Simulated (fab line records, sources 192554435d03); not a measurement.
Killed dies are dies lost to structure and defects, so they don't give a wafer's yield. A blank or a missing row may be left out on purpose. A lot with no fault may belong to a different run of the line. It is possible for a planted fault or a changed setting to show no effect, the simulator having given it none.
fab line records ; flow n5-finfet ; part 2 of 2: steps 5 to 6 of 6
[record] lots = 21; wafers = 63; last-day = 20
route steps=1938 shown BEOL_M13@1696 BEOL_M14@1729 BEOL_M15@1790
lots that met no fault: from a run of the same line without faults
start-h: start of the lot's first displayed wafer, in hours after the record's first day ; wait-h: hours elapsed since this lot's preceding step ; " as in the row above ; L1.1+2: a row that stands for several wafers ; - either no value or no given start ; * or withheld: withheld ; < > ~ a bound
route shown NAME@n: names a module that has steps shown in the file, with the first one's number in the route ; usual: mean/standard deviation taken from wafers without a fault ; same: alike in all rows ; chamber/n: place in a boat ; sites: the reading at each site ; _std_site: standard deviation of those values ; _edge_site: mean of outer sites minus mean of inner sites ; radius-mm: for every site, how far away it sits from the centre of the wafer ; mask NAME#n: copy n ; behind: the most recent tool/chamber to have shaped the wafer ; hold: the reason the lot was held/the length of the hold in hours/how it ended ; device: which transistor (n, p or np) failed to switch ; end of line: the route-end tests of the same wafers ; where a step has no rows: the recipe by itself ; killed: not the wafer's yield, but the dies lost to structure and defects at the first sort ; map: shows each die of a wafer: x if killed, . if not, _ if none is there
set.NAME: setting as actually run; set.NAME@STEP: the setting as run at that earlier step ; model.NAME: the simulator's own value behind a step, which no gauge read
route steps across a sampled set of lots; one table per step, one row per wafer
services: the hour from which a tool's chamber was out of use, counted from the record's first day as start-h (under 0 if before that day), plus the number of hours and why
[[steps]]
[step N5_BEOL_M15_STRIP_64]
[recipe] chemistry = O2; power-w = 600; temp-c = 60; pressure-mtorr = 30; rf-frequency-hz = 6e+07; bias-power-w = 0; overash-fraction = 0.3; o2-flow-sccm = 225
[usual] drypump-motor-current-A = 5.6/0.45; o2-flow-sccm = 225.1/0.66; oes-product-au = 0.82/0.097; rf-vpp-V = 3.6/0.47; showerhead-plenum-p-Torr = 2.12/0.084; throttle-valve-pct = 16.52/0.24
[same] overash-fraction = 0.3
lot.wafer;tool;chamber;start-h;wait-h;drypump-motor-current-A;o2-flow-sccm;oes-product-au;rf-hours-counter-h;rf-vpp-V;showerhead-plenum-p-Torr;throttle-valve-pct
L074.2;rie-diel-02;1;-;-;6.4;224.9;0.74;156;3.9;2.01;16.84
L074.4;rie-diel-02;3;-;-;6.0;225.6;0.70;-;3.8;1.98;16.77
L074.6;rie-diel-02;1;-;-;6.4;224.3;0.74;-;3.0;2.01;16.84
L076.3;rie-diel-05;1;-;-;5.4;224.7;0.84;84;4.5;2.20;16.42
L076.4;rie-diel-05;0;-;-;5.6;225.3;0.93;-;3.5;2.07;16.65
L076.5;rie-diel-05;1;-;-;5.4;224.5;0.83;-;3.6;2.20;16.41
L075.2;rie-diel-05;2;-;-;5.6;224.8;0.96;13;3.2;2.26;16.50
L075.4;rie-diel-05;0;-;-;5.5;224.6;0.93;-;3.0;2.07;16.65
L075.5;rie-diel-05;1;-;-;5.4;225.4;0.82;-;4.1;2.20;16.42
L078.1;rie-diel-02;3;-;-;6.0;226.1;0.70;229;4.2;1.98;16.76
L078.4;rie-diel-02;2;-;-;5.6;225.4;0.71;226;3.3;2.17;16.66
L078.5;rie-diel-02;1;-;-;6.5;223.8;0.74;-;3.5;2.01;16.86
L077.1;rie-diel-05;1;-;-;5.4;225.5;0.83;91;3.5;2.20;16.42
L077.5;rie-diel-05;1;-;-;5.5;224.5;0.82;-;3.4;2.20;16.40
L077.6;rie-diel-05;2;-;-;5.6;224.8;0.95;-;4.3;2.26;16.52
L079.1;rie-diel-03;2;-;-;5.6;224.4;0.92;19;3.3;2.13;16.20
L079.2;rie-diel-03;0;-;-;5.1;225.5;0.69;237;3.2;2.14;16.74
L079.3;rie-diel-03;1;-;-;6.3;225.1;0.89;34;3.6;2.05;16.19
L081.2;rie-diel-02;0;-;-;5.0;226.1;0.94;15;3.3;2.15;16.05
L081.3;rie-diel-02;1;-;-;6.4;224.5;0.72;170;2.9;2.01;16.87
L081.4;rie-diel-02;2;-;-;5.6;225.4;0.70;233;3.9;2.17;16.66
L083.1;rie-diel-02;1;-;-;6.4;225.0;0.73;179;3.6;2.01;16.90
L083.3;rie-diel-02;2;-;-;5.6;225.1;0.69;242;3.2;2.16;16.70
L083.5;rie-diel-02;3;-;-;6.0;225.4;0.70;-;3.5;1.98;16.81
L084.3;rie-diel-02;2;-;-;5.5;224.5;0.69;251;3.2;2.16;16.72
L084.5;rie-diel-02;3;-;-;6.0;225.5;0.68;-;3.9;1.97;16.84
L084.6;rie-diel-02;2;-;-;5.6;224.5;0.68;-;3.1;2.16;16.71
L085.3;rie-diel-03;2;-;-;5.6;224.6;0.90;33;3.5;2.12;16.21
L085.4;rie-diel-03;0;-;-;5.1;224.3;1.00;1;3.2;2.14;16.28
L085.6;rie-diel-03;3;-;-;5.1;225.6;0.77;-;3.3;2.09;16.48
L088.1;rie-diel-02;2;-;-;5.6;224.4;0.68;252;4.6;2.16;16.71
L088.3;rie-diel-02;3;-;-;6.0;224.3;0.68;255;3.9;1.97;16.81
L088.6;rie-diel-02;2;-;-;5.6;225.1;0.69;-;3.6;2.16;16.72
L086.2;rie-diel-05;2;-;-;5.6;225.1;0.90;39;4.1;2.25;16.56
L086.3;rie-diel-05;1;-;-;5.4;223.8;0.79;110;3.9;2.19;16.45
L086.5;rie-diel-05;2;-;-;5.6;225.2;0.90;-;4.5;2.25;16.55
L087.1;rie-diel-05;1;-;-;5.5;226.1;0.80;111;3.0;2.19;16.46
L087.2;rie-diel-05;0;-;-;5.6;224.0;0.87;51;5.2;2.06;16.69
L087.5;rie-diel-05;0;-;-;5.5;224.2;0.87;-;3.7;2.06;16.69
L089.2;rie-diel-02;1;-;-;6.5;224.6;0.71;197;3.1;2.00;16.91
L089.3;rie-diel-02;2;-;-;5.6;225.1;0.69;260;3.9;2.16;16.72
L089.5;rie-diel-02;2;-;-;5.6;225.6;0.68;-;2.9;2.16;16.75
L092.3;rie-diel-03;1;-;-;6.3;225.4;0.83;62;2.7;2.04;16.24
L092.4;rie-diel-03;0;-;-;5.1;225.2;0.97;7;4.4;2.14;16.26
L092.5;rie-diel-03;0;-;-;5.1;224.2;0.97;-;3.4;2.14;16.27
L090.4;rie-diel-05;2;-;-;5.6;225.6;0.90;44;3.6;2.25;16.57
L090.5;rie-diel-05;2;-;-;5.6;225.5;0.89;-;3.9;2.25;16.57
L090.6;rie-diel-05;1;-;-;5.5;226.1;0.79;-;3.1;2.19;16.45
L094.1;rie-diel-05;1;-;-;5.4;225.1;0.79;118;4.0;2.19;16.46
L094.2;rie-diel-05;0;-;-;5.6;225.4;0.87;57;4.3;2.06;16.71
L094.6;rie-diel-05;2;-;-;5.6;224.7;0.89;-;3.2;2.25;16.57
L093.1;rie-diel-05;3;-;-;4.9;224.5;0.91;27;4.1;2.14;16.37
L093.2;rie-diel-05;1;-;-;5.4;225.2;0.79;119;3.3;2.19;16.47
L093.6;rie-diel-05;2;-;-;5.6;226.1;0.89;-;3.8;2.25;16.59
L096.1;rie-diel-03;0;-;-;5.1;224.7;0.94;16;3.3;2.13;16.28
L096.2;rie-diel-03;1;-;-;6.3;225.7;0.81;69;4.1;2.03;16.24
L096.4;rie-diel-03;3;-;-;5.1;225.2;0.75;130;2.8;2.09;16.51
L095.2;rie-diel-05;1;-;-;5.4;225.7;0.78;124;4.1;2.18;16.50
L095.3;rie-diel-05;0;-;-;5.6;225.4;0.86;63;3.9;2.06;16.71
L095.6;rie-diel-05;2;-;-;5.6;223.5;0.88;-;3.8;2.24;16.60
L097.1;rie-diel-02;0;-;-;5.0;225.4;0.86;51;3.6;2.14;16.13
L097.2;rie-diel-02;3;-;-;6.0;226.0;0.91;16;3.2;2.23;16.36
L097.4;rie-diel-02;2;-;-;5.6;224.2;0.99;5;3.2;2.15;16.27
[step N5_BEOL_M15_ANNEAL_48]
[recipe] temp-c = 225; time-s = 90; ambient = N2
[usual] anneal-temp-c = 224.98/0.19; wafer_temp_C_max = 226.2/0.36
lot.wafer;tool;chamber;start-h;wait-h;anneal-temp-c;wafer_temp_C_max
L074.2;rtp-anneal-01;0;280.68;0.2;225.10;226.2
L074.4;rtp-anneal-01;0;280.68;0.2;224.75;226.1
L074.6;rtp-anneal-01;0;280.68;0.2;224.84;226.2
L075.2;rtp-anneal-01;0;280.95;0.2;225.22;226.1
L075.4;rtp-anneal-01;0;280.95;0.2;225.17;226.1
L075.5;rtp-anneal-01;0;280.95;0.2;225.14;225.7
L076.3;rtp-anneal-01;0;282.89;0.2;224.99;226.1
L076.4;rtp-anneal-01;0;282.89;0.2;225.03;225.9
L076.5;rtp-anneal-01;0;282.89;0.2;224.84;226.1
L078.1;rtp-anneal-02;0;301.40;0.6;225.01;226.6
L078.4;rtp-anneal-02;0;301.40;0.6;225.05;226.4
L078.5;rtp-anneal-02;0;301.40;0.6;225.09;226.5
L077.1;rtp-anneal-01;0;306.19;0.3;224.92;226.1
L077.5;rtp-anneal-01;0;306.19;0.3;225.15;226.1
L077.6;rtp-anneal-01;0;306.19;0.3;225.03;225.8
L079.1;rtp-anneal-01;0;323.01;0.2;224.86;225.9
L079.2;rtp-anneal-01;0;323.01;0.2;224.99;226.4
L079.3;rtp-anneal-01;0;323.01;0.2;224.80;226.1
L081.2;rtp-anneal-02;0;330.42;2.6;224.80;226.5
L081.3;rtp-anneal-02;0;330.42;2.6;224.91;226.5
L081.4;rtp-anneal-02;0;330.42;2.6;224.85;226.1
L083.1;rtp-anneal-02;0;363.34;0.2;224.95;226.7
L083.3;rtp-anneal-02;0;363.34;0.2;224.93;226.6
L083.5;rtp-anneal-02;0;363.34;0.2;224.78;226.8
L084.3;rtp-anneal-02;0;383.06;0.2;224.93;226.3
L084.5;rtp-anneal-02;0;383.06;0.2;225.04;226.4
L084.6;rtp-anneal-02;0;383.06;0.2;225.08;226.5
L085.3;rtp-anneal-02;0;383.39;0.2;225.18;226.3
L085.4;rtp-anneal-02;0;383.39;0.2;225.19;226.0
L085.6;rtp-anneal-02;0;383.39;0.2;224.92;226.3
L088.1;rtp-anneal-01;0;385.53;0.4;224.97;225.8
L088.3;rtp-anneal-01;0;385.53;0.4;225.10;225.4
L088.6;rtp-anneal-01;0;385.53;0.4;225.03;225.8
L086.2;rtp-anneal-01;0;389.40;0.2;225.02;225.8
L086.3;rtp-anneal-01;0;389.40;0.2;224.87;225.8
L086.5;rtp-anneal-01;0;389.40;0.2;225.16;226.0
L087.1;rtp-anneal-02;0;396.40;0.2;225.06;226.8
L087.2;rtp-anneal-02;0;396.40;0.2;224.87;226.9
L087.5;rtp-anneal-02;0;396.40;0.2;224.83;226.2
L089.2;rtp-anneal-02;0;398.77;0.2;225.23;226.2
L089.3;rtp-anneal-02;0;398.77;0.2;225.04;226.4
L089.5;rtp-anneal-02;0;398.77;0.2;224.87;226.6
L092.3;rtp-anneal-01;0;405.24;0.2;225.28;226.1
L092.4;rtp-anneal-01;0;405.24;0.2;224.72;226.0
L092.5;rtp-anneal-01;0;405.24;0.2;225.01;225.8
L090.4;rtp-anneal-01;0;405.95;0.5;224.92;226.4
L090.5;rtp-anneal-01;0;405.95;0.5;224.95;225.7
L090.6;rtp-anneal-01;0;405.95;0.5;225.18;226.8
L094.1;rtp-anneal-01;0;410.71;0.2;225.10;226.2
L094.2;rtp-anneal-01;0;410.71;0.2;224.69;226.1
L094.6;rtp-anneal-01;0;410.71;0.2;224.97;226.0
L093.1;rtp-anneal-02;0;414.76;0.2;225.03;226.9
L093.2;rtp-anneal-02;0;414.76;0.2;225.27;226.9
L093.6;rtp-anneal-02;0;414.76;0.2;224.70;226.5
L095.2;rtp-anneal-01;0;436.11;0.2;225.30;226.1
L095.3;rtp-anneal-01;0;436.11;0.2;225.33;226.2
L095.6;rtp-anneal-01;0;436.11;0.2;225.53;225.8
L096.1;rtp-anneal-01;0;436.52;0.2;225.04;226.2
L096.2;rtp-anneal-01;0;436.52;0.2;224.81;225.7
L096.4;rtp-anneal-01;0;436.52;0.2;225.00;226.1
L097.1;rtp-anneal-01;0;459.27;0.2;224.76;226.1
L097.2;rtp-anneal-01;0;459.27;0.2;224.97;225.8
L097.4;rtp-anneal-01;0;459.27;0.2;224.74;226.3
[[services]]
tool;chamber;start-h;hours;kind
rie-diel-01;-;252.18;2.8;pm
rie-diel-05;1;270.40;3.0;repair
rie-diel-02;0;274.42;7.1;repair
pecvd-04;-;288.42;33.3;repair
rtp-anneal-01;-;324.70;5.2;pm
rie-diel-05;1;330.57;3.3;repair
rie-diel-03;2;333.39;19.1;repair
rie-diel-05;-;333.75;0.4;repair
rie-diel-04;1;338.83;3.5;repair
rie-diel-02;0;350.54;31.6;repair
rie-diel-06;1;354.22;10.2;repair
rie-diel-01;0;354.91;5.7;repair
rie-diel-05;-;385.81;4.3;pm
rie-diel-03;-;388.37;4.3;pm
rie-diel-05;3;390.15;6.0;repair
rie-diel-05;0;416.65;2.6;repair
rie-diel-03;3;418.14;1.4;repair
rie-diel-02;-;427.79;2.8;pm
rie-diel-02;1;430.95;4.9;repair
rie-diel-02;3;438.89;3.2;repair
rie-diel-02;2;440.26;5.5;repair
rie-diel-06;0;446.14;20.5;repair
rie-diel-05;-;452.19;0.5;repair
rie-diel-06;-;456.95;0.4;repair
